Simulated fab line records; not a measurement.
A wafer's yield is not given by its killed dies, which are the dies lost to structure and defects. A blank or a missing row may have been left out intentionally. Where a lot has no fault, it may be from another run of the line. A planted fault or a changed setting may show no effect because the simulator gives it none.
fab line records | flow n5Finfet
record: lots: 10 wafers: 30 lastDay: 17
route steps=1938 shown BEOL_M0_SAQP@698 BEOL_M4@1111 PAD_METAL@1894 PASSIVATION@1907
lots untouched by any fault: they come from a run of this same line in which no faults occurred
startH: start of the lot's first displayed wafer, in hours after the record's first day | waitH: hours elapsed since this lot's preceding step | " unchanged from the row above | L1.1+2: a row that stands for several wafers | - no value, or no start was given | * or withheld: withheld | < > ~ a bound
route shown NAME@n: a module of which the file shows steps, and the number in the route of the first | usual: mean/standard deviation of fault-free wafers | same: alike in all rows | chamber/n: place in a boat | sites: each site's reading | _std_site: how widely they spread, as a standard deviation | _edge_site: the outer-site mean with the inner-site mean subtracted | radiusMm: for every site, how far away it sits from the centre of the wafer | mask NAME#n: copy n | behind: the last tool/chamber to shape the wafer | hold: cause of the lot's hold/its duration in hours/its outcome | device: which transistor (n, p or np) failed to switch | end of line: the same wafers' tests at the end of the route | where a step has no rows: the recipe by itself | killed: count of dies lost to structure and defects at first sort (not the wafer's yield) | map: a wafer's dies, marking killed ones x, the rest . and places with no die _
set.NAME: the setting that was run; set.NAME@STEP: the one run at that earlier step | model.NAME: the simulator's own value behind a step, which no gauge read
route steps across a sampled set of lots; one table per step, one row per wafer
services: from which hour (startH, from the record's first day; less than 0 if before it) a tool's chamber was out of use, for how many hours, and why
== steps ==
step: N5_BEOL_M0_SAQP_ALD_48
recipe: material: SiO2 targetThkA: 200 tempC: 100 aldPrecursorFamily: BDEAS aldCoReactant: O2-plasma pulseTimeS: 1 coReactantPulseTimeS: 1 purgeTimeS: 2 coReactantPurgeTimeS: 2 aldCycles: 139 pressureTorr: 2
usual: heaterPowerW: 81/8.8 precursorPulseHeightRel: 1.001/0.017
columns lot.wafer tool chamber startH waitH heaterPowerW precursorPulseHeightRel
L209.1 aldSin-03 3 111.65 0.1 70 0.994
L209.4 " 1 " " 73 0.982
L209.6 " 2 " " 69 0.974
L211.2 aldSin-04 0 124.49 0.0 81 0.991
L211.5 " 2 " " 91 0.981
L211.6 " 3 " " 84 0.997
L212.1 aldSin-04 3 132.43 0.3 86 0.978
L212.2 " 0 " " 77 0.969
L212.4 " 1 " " 82 1.015
L214.3 aldSin-04 3 143.44 0.0 88 1.023
L214.4 " 2 " " 90 0.996
L214.6 " 3 " " 89 1.019
L215.1 aldSin-04 0 149.93 0.0 80 0.998
L215.2 " 1 " " 78 0.984
L215.6 " 3 " " 86 1.000
L217.1 aldSin-04 0 162.98 0.0 80 0.978
L217.4 " 2 " " 90 1.005
L217.6 " 3 " " 85 0.987
L221.2 aldSin-01 0 186.29 0.5 90 1.012
L221.4 " 3 " " 68 1.000
L221.6 " 2 " " 82 1.023
L227.2 aldSin-04 0 221.93 0.0 80 0.981
L227.3 " 3 " " 87 0.999
L227.4 " 2 " " 91 0.989
L228.1 aldSin-04 3 231.09 0.0 89 1.016
L228.3 " 0 " " 78 1.026
L228.4 " 2 " " 93 0.995
L229.1 aldSin-03 1 232.79 0.0 74 0.983
L229.3 " 0 " " 97 1.022
L229.5 " 1 " " 75 1.001
step: N5_BEOL_M4_RC_MEAS_101
usual: DIBL_N: 36.6/1.8 DIBL_P: 37.1/2.1 IOFF_N: 0.17/0.033 IOFF_P: 0.23/0.039 ION_N: 681/13 ION_P: 467/8.7 SS_N: 71.6/0.59 SS_P: 73.4/0.63 VT_N: 249/3.4 VT_P: -249/3.7
columns lot.wafer tool chamber startH waitH DIBL_N[mV/V] DIBL_P[mV/V] IOFF_N[nA/um] IOFF_P[nA/um] ION_N[uA/um] ION_P[uA/um] SS_N[mV/dec] SS_P[mV/dec] VT_N[mV] VT_P[mV]
L209.1 prober-01 0 166.57 0.0 38.4 38.5 0.19 0.23 685 469 71.4 74.2 247 -252
L209.4 " 0 " " 36.5 36.3 0.15 0.19 692 470 70.9 73.0 249 -253
L209.6 " 0 " " 38.5 37.2 0.19 0.20 680 457 72.4 73.7 247 -252
L211.2 prober-01 0 184.07 0.2 38.0 40.2 0.19 0.25 693 471 71.1 73.5 245 -248
L211.5 " 0 " " 38.2 38.5 0.18 0.21 672 456 71.4 72.3 249 -251
L211.6 " 0 " " 38.5 40.0 0.18 0.24 686 468 71.2 73.1 249 -248
L212.1 prober-01 0 187.13 0.0 35.2 36.8 0.16 0.22 696 476 71.5 72.8 249 -247
L212.2 " 0 " " 35.8 37.1 0.16 0.22 666 458 71.5 72.9 252 -248
L212.4 " 0 " " 37.4 38.8 0.18 0.25 673 458 72.4 72.8 249 -249
L214.3 prober-01 0 203.14 0.3 32.4 32.3 0.11 0.14 664 453 70.3 72.2 253 -255
L214.4 " 0 " " 37.3 37.8 0.19 0.21 687 466 72.4 73.7 246 -250
L214.6 " 0 " " 35.6 35.1 0.15 0.17 676 462 72.0 72.6 251 -256
L215.1 prober-02 0 215.87 0.0 37.5 38.9 0.18 0.21 692 469 71.5 73.4 248 -253
L215.2 " 0 " " 37.0 38.5 0.18 0.22 690 468 71.0 73.3 248 -251
L215.6 " 0 " " 37.9 38.8 0.18 0.21 673 455 71.7 73.7 253 -254
L217.1 prober-01 0 220.25 0.0 40.0 40.4 0.23 0.29 683 467 72.9 74.0 247 -244
L217.4 " 0 " " 38.0 38.1 0.19 0.23 694 468 71.4 73.3 247 -249
L217.6 " 0 " " 37.6 36.9 0.18 0.22 682 462 71.9 73.9 248 -251
L221.2 prober-02 0 244.53 0.2 32.8 33.6 0.11 0.20 665 464 71.2 73.2 254 -248
L221.4 " 0 " " 36.2 38.0 0.18 0.28 690 478 71.0 74.2 245 -245
L221.6 " 0 " " 34.1 34.3 0.13 0.20 672 463 70.5 72.9 254 -246
L227.2 prober-01 0 285.85 0.2 41.1 37.9 0.23 0.26 681 464 72.8 73.4 247 -248
L227.3 " 0 " " 38.7 36.7 0.17 0.24 688 470 71.3 73.5 252 -248
L227.4 " 0 " " 42.3 40.7 0.27 0.31 699 473 72.5 74.0 245 -246
L228.1 prober-02 0 287.36 0.0 36.7 37.5 0.18 0.25 688 472 72.1 73.5 248 -245
L228.3 " 0 " " 35.8 35.6 0.14 0.21 657 452 71.6 73.3 253 -250
L228.4 " 0 " " 37.9 38.8 0.19 0.26 673 462 72.6 74.4 247 -247
L229.1 prober-02 0 291.15 0.0 38.1 39.0 0.21 0.29 691 475 71.5 73.3 243 -243
L229.3 " 0 " " 34.8 35.4 0.14 0.23 673 476 71.7 72.8 249 -244
L229.5 " 0 " " 36.8 37.6 0.17 0.28 699 487 71.0 72.7 247 -242
step: N5_PASSIVATION_PRE_CLEAN_19
recipe: gas: H2/He timeS: * tempC: *
usual: heaterPowerW: 450/43
columns lot.wafer tool chamber startH waitH heaterPowerW
L209.1 pvdSputter-01 - 258.35 0.0 402
L209.4 " - " " 518
L209.6 " - " " 428
L211.2 pvdSputter-01 - 282.22 0.0 401
L211.5 " - " " 488
L211.6 " - " " 396
L212.1 pvdSputter-02 - 287.02 0.0 396
L212.2 " - " " 454
L212.4 " - " " 383
L214.3 pvdSputter-01 - 295.03 0.0 515
L214.4 " - " " 442
L214.6 " - " " 504
L215.1 pvdSputter-01 - 309.57 0.0 500
L215.2 " - " " 406
L215.6 " - " " 451
L217.1 pvdSputter-03 - 321.14 0.0 514
L217.4 " - " " 485
L217.6 " - " " 410
L221.2 pvdSputter-02 - 333.43 0.0 386
L221.4 " - " " 458
L221.6 " - " " 460
L227.2 pvdSputter-01 - 378.38 0.0 490
L227.3 " - " " 392
L227.4 " - " " 506
L229.1 pvdSputter-03 - 389.83 0.0 532
L229.3 " - " " 423
L229.5 " - " " 534
L228.1 pvdSputter-01 - 390.21 0.0 387
L228.3 " - " " 433
L228.4 " - " " 491
step: N5_PASSIVATION_SPUTTER_20
recipe: material: TaN targetThkA: 500 tempC: 25 chamberPressurePa: 0.4
usual: throttleValvePct: 29.8/0.97
columns lot.wafer tool chamber startH waitH throttleValvePct
L209.1 pvdSputter-01 - 258.39 0.0 30.3
L209.4 " - " " 30.0
L209.6 " - " " 31.2
L211.2 pvdSputter-01 - 282.26 0.0 30.2
L211.5 " - " " 29.5
L211.6 " - " " 30.2
L212.1 pvdSputter-02 - 287.06 0.0 30.4
L212.2 " - " " 28.1
L212.4 " - " " 28.4
L214.3 pvdSputter-01 - 295.07 0.0 30.0
L214.4 " - " " 31.5
L214.6 " - " " 30.2
L215.1 pvdSputter-01 - 309.61 0.0 30.1
L215.2 " - " " 30.0
L215.6 " - " " 31.3
L217.1 pvdSputter-03 - 321.18 0.0 28.3
L217.4 " - " " 29.7
L217.6 " - " " 30.3
L221.2 pvdSputter-02 - 333.47 0.0 28.6
L221.4 " - " " 28.2
L221.6 " - " " 28.1
L227.2 pvdSputter-01 - 378.42 0.0 29.2
L227.3 " - " " 30.3
L227.4 " - " " 30.0
L229.1 pvdSputter-03 - 389.87 0.0 28.3
L229.3 " - " " 30.5
L229.5 " - " " 28.3
L228.1 pvdSputter-01 - 390.25 0.0 30.4
L228.3 " - " " 31.4
L228.4 " - " " 29.5
step: N5_PASSIVATION_INSPECT_64
recipe: mode: adi inspectInstrument: macro
usual: rawDefectCount: 2.4/1.5
columns lot.wafer tool chamber startH waitH rawDefectCount
L209.1 defectInspect-02 - 259.02 0.0 1
L209.4 " - " " 2
L209.6 " - " " 2
L211.2 defectInspect-02 - 283.01 0.0 2
L211.5 " - " " 5
L211.6 " - " " 5
L212.1 defectInspect-01 - 287.81 0.0 3
L212.2 " - " " 3
L212.4 " - " " 3
L214.3 defectInspect-01 - 295.82 0.0 3
L214.4 " - " " 5
L214.6 " - " " 3
L215.1 defectInspect-01 - 310.23 0.0 0
L215.2 " - " " 0
L215.6 " - " " 3
L217.1 defectInspect-02 - 321.80 0.0 5
L217.4 " - " " 1
L217.6 " - " " 3
L221.2 defectInspect-02 - 334.10 0.0 0
L221.4 " - " " 3
L221.6 " - " " 3
L227.2 defectInspect-02 - 379.04 0.0 3
L227.3 " - " " 6
L227.4 " - " " 2
L229.1 defectInspect-02 - 390.62 0.0 4
L229.3 " - " " 2
L229.5 " - " " 1
L228.1 defectInspect-01 - 390.87 0.0 2
L228.3 " - " " 3
L228.4 " - " " 1
step: N5_PASSIVATION_PROBE_49
usual: defectLimitedYield: 91.1/1.4 killed_at_M0_to_M3: 32/9.4 killed_at_M4_up: 14/5.1 killedAtContacts: 11/5.5 killedAtFrontEnd: 44/13 killedAtOther: 4/3.2 killedDies: 104/16 killedOnRim: 13/4.1 killedOpen: 70/12 killedShort: 33/7.8 sort_bin_4_leakage: 0.01/0.057 sort_bin_5_function: 5.1/0.91 sort_bin_6_memory: 3.4/0.63 sortNPass: 1075/16 sortYieldPct: 91.2/1.4
same: grossDies: 1180 killedAtBackSide: 0 sort_bin_8_speed[%]: 0
columns lot.wafer tool chamber startH waitH defectLimitedYield[%] killed_at_M0_to_M3 killed_at_M4_up killedAtContacts killedAtFrontEnd killedAtOther killedDies killedOnRim killedOpen killedShort sort_bin_4_leakage[%] sort_bin_5_function[%] sort_bin_6_memory[%] sortNPass sortYieldPct[%]
L211.2 prober-01 - 287.97 0.1 92.6 32 15 7 30 3 87 10 57 30 0 3.8 3.3 1093 92.6
L211.5 prober-01 - 288.12 0.2 92.5 28 19 14 28 0 89 10 61 27 0 4.3 3.1 1091 92.5
L211.6 prober-01 - 288.17 0.3 93.2 30 16 8 23 3 80 8 50 30 0 3.9 2.7 1100 93.2
L212.1 prober-02 - 293.18 0.0 91.9 33 7 5 44 7 96 8 55 40 0 4.2 3.6 1084 91.9
L212.2 prober-02 - 293.23 0.1 90.2 30 17 2 61 6 116 10 62 54 0 5.8 3.5 1064 90.2
L212.4 prober-02 - 293.33 0.2 90.2 28 10 33 39 6 116 17 73 41 0 5.6 3.7 1064 90.2
L214.3 prober-01 - 300.91 0.3 93.1 35 13 4 26 3 81 11 55 25 0 4.0 2.5 1099 93.1
L214.4 prober-01 - 300.96 0.4 91.1 35 12 7 46 5 105 14 66 39 0 5.0 3.7 1075 91.1
L214.6 prober-01 - 301.06 0.5 92.4 31 10 9 40 0 90 7 61 29 0 4.5 3.1 1090 92.4
L215.1 prober-02 - 315.08 0.0 92.2 36 11 8 36 1 92 7 66 25 0 4.2 3.4 1088 92.2
L215.2 prober-02 - 315.13 0.1 92.6 31 17 15 23 1 87 6 60 27 0 4.5 2.5 1093 92.6
L215.6 prober-02 - 315.33 0.3 92.4 33 19 8 29 1 90 15 57 33 0 4.5 2.8 1090 92.4
L221.2 prober-02 - 339.70 0.6 90.8 37 5 7 57 3 109 13 58 50 0 6.2 2.7 1071 90.8
L221.4 prober-02 - 339.80 0.7 91.9 18 7 13 51 6 95 13 56 39 0 5.3 2.5 1085 91.9
L221.6 prober-02 - 339.90 0.8 91.6 15 20 12 49 3 99 7 58 41 0 4.8 3.3 1081 91.6
L227.2 prober-01 - 384.28 0.1 81.0 138 10 21 53 2 224 88 89 39 0 6.3 4.2 956 81.0
L227.3 prober-01 - 384.33 0.1 77.1 182 24 16 46 2 270 115 92 42 0 6.9 4.2 910 77.1
L227.4 prober-01 - 384.38 0.2 81.7 127 22 4 51 12 216 91 79 41 0 6.1 3.6 964 81.7
L229.1 prober-02 - 396.01 0.0 89.9 49 13 13 43 1 119 11 75 44 0 5.6 4.2 1061 89.9
L229.3 prober-02 - 396.11 0.1 90.7 46 5 15 42 2 110 17 67 43 0 5.5 3.5 1070 90.7
L229.5 prober-02 - 396.21 0.2 91.1 37 10 17 40 1 105 14 71 34 0 5.8 2.5 1075 91.1
L228.1 prober-01 - 396.30 0.0 79.7 162 17 8 41 12 240 112 77 30 0 5.1 3.8 940 79.7
L228.3 prober-01 - 396.40 0.1 76.8 146 14 9 94 11 274 122 100 43 0 6.4 5.1 906 76.8
L228.4 prober-01 - 396.45 0.2 77.8 160 21 4 71 6 262 122 73 42 0 5.3 4.2 918 77.8
killed by level:class
L211.2 FIN_SAQP:geometricParticle:short=7 MOL_CONTACT_COAG:geometricParticle:open=7 BEOL_M0_SAQP:geometricParticle:short=7 BEOL_M3:geometricParticle:open=7 FIN_SAQP:geometricParticle:open=6 BEOL_M0_SAQP:geometricParticle:open=5 BEOL_M1:geometricParticle:open=4 BEOL_M3:geometricParticle:short=4
L211.5 MOL_CONTACT_COAG:geometricParticle:open=11 BEOL_M4:geometricParticle:open=9 BEOL_M0_SAQP:geometricParticle:open=8 BEOL_M0_SAQP:geometricParticle:short=6 BEOL_M3:geometricParticle:open=6 STI_FIN_REVEAL:geometricParticle:open=5 FIN_SAQP:geometricParticle:short=4 DUMMY_GATE:geometricParticle:open=4
L211.6 BEOL_M0_SAQP:geometricParticle:short=12 BEOL_M0_SAQP:geometricParticle:open=7 BEOL_M1:geometricParticle:open=7 FIN_SAQP:geometricParticle:short=6 MOL_CONTACT_COAG:geometricParticle:open=6 BEOL_M4:geometricParticle:open=5 GATE_CUT:geometricParticle:short=4 BEOL_M6:geometricParticle:open=3
L212.1 FIN_SAQP:geometricParticle:short=16 FIN_SAQP:geometricParticle:open=8 BEOL_M2:geometricParticle:open=8 BEOL_M0_SAQP:geometricParticle:short=7 BEOL_M0_SAQP:geometricParticle:open=6 MOL_CONTACT_COAG:geometricParticle:open=5 STI_FIN_REVEAL:geometricParticle:open=4 BEOL_M2:geometricParticle:short=4
L212.2 FIN_SAQP:geometricParticle:short=25 FIN_SAQP:geometricParticle:open=13 BEOL_M4:geometricParticle:open=9 BEOL_M0_SAQP:geometricParticle:short=8 BEOL_M1:geometricParticle:open=8 GATE_CUT:geometricParticle:short=5 STI_FIN_REVEAL:geometricParticle:open=4 BEOL_M0_SAQP:geometricParticle:open=4
L212.4 MOL_CONTACT_COAG:geometricParticle:open=26 BEOL_M2:geometricParticle:open=11 FIN_SAQP:geometricParticle:short=10 FIN_SAQP:geometricParticle:open=10 MOL_CONTACT_COAG:geometricParticle:short=7 BEOL_M0_SAQP:geometricParticle:open=6 GATE_CUT:geometricParticle:short=5 ILD0:geometricParticle:open=4
L214.3 BEOL_M3:geometricParticle:open=9 BEOL_M2:geometricParticle:open=9 BEOL_M0_SAQP:geometricParticle:short=8 FIN_SAQP:geometricParticle:open=6 STI_FIN_REVEAL:geometricParticle:open=5 GATE_CUT:geometricParticle:short=5 BEOL_M0_SAQP:geometricParticle:open=4 BEOL_M4:geometricParticle:open=4
L214.4 BEOL_M0_SAQP:geometricParticle:short=10 FIN_SAQP:geometricParticle:short=9 BEOL_M0_SAQP:geometricParticle:open=8 STI_FIN_REVEAL:geometricParticle:open=7 MOL_CONTACT_COAG:geometricParticle:open=7 FIN_SAQP:geometricParticle:open=6 GATE_CUT:geometricParticle:open=6 GATE_CUT:geometricParticle:short=6
L214.6 BEOL_M3:geometricParticle:open=14 FIN_SAQP:geometricParticle:open=10 FIN_SAQP:geometricParticle:short=9 MOL_CONTACT_COAG:geometricParticle:open=9 BEOL_M0_SAQP:geometricParticle:open=8 STI_FIN_REVEAL:geometricParticle:open=6 BEOL_M0_SAQP:geometricParticle:short=5 GATE_CUT:geometricParticle:short=4
L215.1 FIN_SAQP:geometricParticle:open=13 BEOL_M0_SAQP:geometricParticle:open=10 STI_FIN_REVEAL:geometricParticle:open=9 BEOL_M4:geometricParticle:open=7 BEOL_M0_SAQP:geometricParticle:short=6 BEOL_M2:geometricParticle:open=6 BEOL_M3:geometricParticle:open=6 FIN_SAQP:geometricParticle:short=5
L215.2 MOL_CONTACT_COAG:geometricParticle:open=10 BEOL_M3:geometricParticle:open=10 FIN_SAQP:geometricParticle:open=9 BEOL_M1:geometricParticle:open=5 MOL_CONTACT_COAG:geometricParticle:short=5 BEOL_M0_SAQP:geometricParticle:open=5 BEOL_M4:geometricParticle:open=5 GATE_CUT:geometricParticle:open=3
L215.6 BEOL_M4:geometricParticle:open=13 BEOL_M2:geometricParticle:open=11 BEOL_M0_SAQP:geometricParticle:short=9 FIN_SAQP:geometricParticle:short=6 FIN_SAQP:geometricParticle:open=5 MOL_CONTACT_COAG:geometricParticle:open=5 BEOL_M1:geometricParticle:open=4 BEOL_M1:geometricParticle:short=4
L221.2 FIN_SAQP:geometricParticle:short=19 FIN_SAQP:geometricParticle:open=18 BEOL_M3:geometricParticle:open=8 BEOL_M0_SAQP:geometricParticle:short=7 MOL_CONTACT_COAG:geometricParticle:open=6 STARTING-WAFER:geometricParticle:short=5 GATE_CUT:geometricParticle:short=4 BEOL_M0_SAQP:geometricParticle:open=4
L221.4 FIN_SAQP:geometricParticle:open=19 FIN_SAQP:geometricParticle:short=10 MOL_CONTACT_COAG:geometricParticle:open=9 GATE_CUT:geometricParticle:short=7 BEOL_M2:geometricParticle:open=7 STI_FIN_REVEAL:geometricParticle:open=5 PASS1_CAP:geometricParticle:short=5 MOL_CONTACT_COAG:geometricParticle:short=4
L221.6 FIN_SAQP:geometricParticle:short=16 BEOL_M4:geometricParticle:open=13 MOL_CONTACT_COAG:geometricParticle:open=11 FIN_SAQP:geometricParticle:open=8 GATE_CUT:geometricParticle:short=8 STI_FIN_REVEAL:geometricParticle:open=6 BEOL_M0_SAQP:geometricParticle:open=4 BEOL_M1:geometricParticle:open=4
L227.2 BEOL_M0_SAQP:areaAld=95 STI_FIN_REVEAL:geometricParticle:open=25 MOL_CONTACT_COAG:geometricParticle:open=17 BEOL_M0_SAQP:geometricParticle:open=12 BEOL_M0_SAQP:geometricParticle:short=11 BEOL_M2:geometricParticle:open=6 BEOL_M2:geometricParticle:short=5 FIN_SAQP:geometricParticle:short=4
L227.3 BEOL_M0_SAQP:areaAld=135 STI_FIN_REVEAL:geometricParticle:open=20 MOL_CONTACT_COAG:geometricParticle:open=13 BEOL_M4:geometricParticle:open=12 BEOL_M3:geometricParticle:open=10 BEOL_M0_SAQP:geometricParticle:short=9 BEOL_M0_SAQP:geometricParticle:open=8 BEOL_M0:geometricParticle:open=8
L227.4 BEOL_M0_SAQP:areaAld=95 STI_FIN_REVEAL:geometricParticle:open=15 BEOL_M4:geometricParticle:open=11 FIN_SAQP:geometricParticle:short=9 DUMMY_GATE:geometricParticle:open=9 BEOL_M0_SAQP:geometricParticle:open=6 BEOL_M3:geometricParticle:open=6 FIN_SAQP:geometricParticle:open=5
L229.1 BEOL_M0_SAQP:geometricParticle:open=19 BEOL_M0_SAQP:geometricParticle:short=15 FIN_SAQP:geometricParticle:short=10 STI_FIN_REVEAL:geometricParticle:open=10 MOL_CONTACT_COAG:geometricParticle:open=10 FIN_SAQP:geometricParticle:open=7 BEOL_M2:geometricParticle:open=4 BEOL_M4:geometricParticle:open=4
L229.3 BEOL_M0_SAQP:geometricParticle:short=14 FIN_SAQP:geometricParticle:open=12 BEOL_M0_SAQP:geometricParticle:open=12 FIN_SAQP:geometricParticle:short=11 MOL_CONTACT_COAG:geometricParticle:open=11 BEOL_M3:geometricParticle:open=9 DUMMY_GATE:geometricParticle:open=7 MOL_CONTACT_COAG:geometricParticle:short=4
L229.5 FIN_SAQP:geometricParticle:open=13 MOL_CONTACT_COAG:geometricParticle:open=13 FIN_SAQP:geometricParticle:short=12 BEOL_M0_SAQP:geometricParticle:open=9 BEOL_M0_SAQP:geometricParticle:short=9 BEOL_M2:geometricParticle:open=6 BEOL_M3:geometricParticle:open=5 MOL_CONTACT_COAG:geometricParticle:short=4
L228.1 BEOL_M0_SAQP:areaAld=133 BEOL_M3:geometricParticle:open=13 FIN_SAQP:geometricParticle:short=11 STI_FIN_REVEAL:geometricParticle:open=9 FIN_SAQP:geometricParticle:open=8 BEOL_M4:geometricParticle:open=8 MOL_CONTACT_COAG:geometricParticle:open=6 BEOL_M1:geometricParticle:open=5
L228.3 BEOL_M0_SAQP:areaAld=122 FIN_SAQP:geometricParticle:open=27 STI_FIN_REVEAL:geometricParticle:open=22 FIN_SAQP:geometricParticle:short=17 BEOL_M3:geometricParticle:open=9 HKMG_FIN:areaEtch=9 BEOL_M2:geometricParticle:open=8 GATE_CUT:geometricParticle:short=8
L228.4 BEOL_M0_SAQP:areaAld=147 FIN_SAQP:geometricParticle:open=18 STI_FIN_REVEAL:geometricParticle:open=15 FIN_SAQP:geometricParticle:short=13 BEOL_M4:geometricParticle:open=11 GATE_CUT:geometricParticle:short=6 GATE_CUT:geometricParticle:open=6 BEOL_M0_SAQP:geometricParticle:open=5
== services ==
columns tool chamber startH hours kind
aldSin-01 3 104.10 3.1 repair
pvdSputter-02 - 107.50 6.2 repair
pvdSputter-03 - 113.78 3.1 repair
aldSin-03 - 176.75 14.0 pm
aldSin-03 2 192.69 1.5 repair
aldSin-03 1 192.78 2.5 repair
aldSin-04 2 195.96 1.4 repair
pvdSputter-03 - 233.49 3.4 repair
aldSin-04 0 248.52 2.7 repair
aldSin-03 0 262.76 9.5 repair
aldSin-04 - 268.25 14.0 pm
aldSin-04 0 268.25 14.0 ventCycle
aldSin-04 1 268.25 14.0 ventCycle
aldSin-04 2 268.25 14.0 ventCycle
aldSin-04 3 268.25 14.0 ventCycle
aldSin-01 - 288.42 14.6 pm
aldSin-04 - 298.83 2.0 repair
aldSin-01 0 306.15 2.4 repair
aldSin-04 1 336.36 8.2 repair
pvdSputter-03 - 363.22 3.1 repair
aldSin-03 - 364.59 14.1 repair
aldSin-01 1 366.98 2.9 repair
pvdSputter-01 - 367.36 0.5 repair
aldSin-01 - 373.80 14.0 pm
== key ==
firstSign: step: N5_PASSIVATION_PROBE_49 reading: killed_at_M0_to_M3 direction: up sigmas: 13 usual: 32 struck: 152
effect: step: N5_PASSIVATION_PROBE_49 reading: sortYieldPct direction: down sigmas: 9 usual: 91.2 struck: 79.0
moreKillsBornAt: N5_BEOL_M0_SAQP_ALD_48@aldSin-04: 727
metAt N5_BEOL_M0_SAQP_ALD_48
struckLots L227,L228
notActingAt N5_PASSIVATION_PRE_CLEAN_19,N5_PASSIVATION_SPUTTER_20,N5_PASSIVATION_INSPECT_64
onsetBetween 162.98 221.93
fault: kind: siteProfileDrift tool: aldSin-04 chamber: - onsetH: 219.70 steps: N5_BEOL_M0_SAQP_ALD_48 basis: fraction maxAbsDrift: 0.50657 slopeSharePerHr: 112.57 sitePattern: 0,0,0,0,0,-1,-1,-1,-1
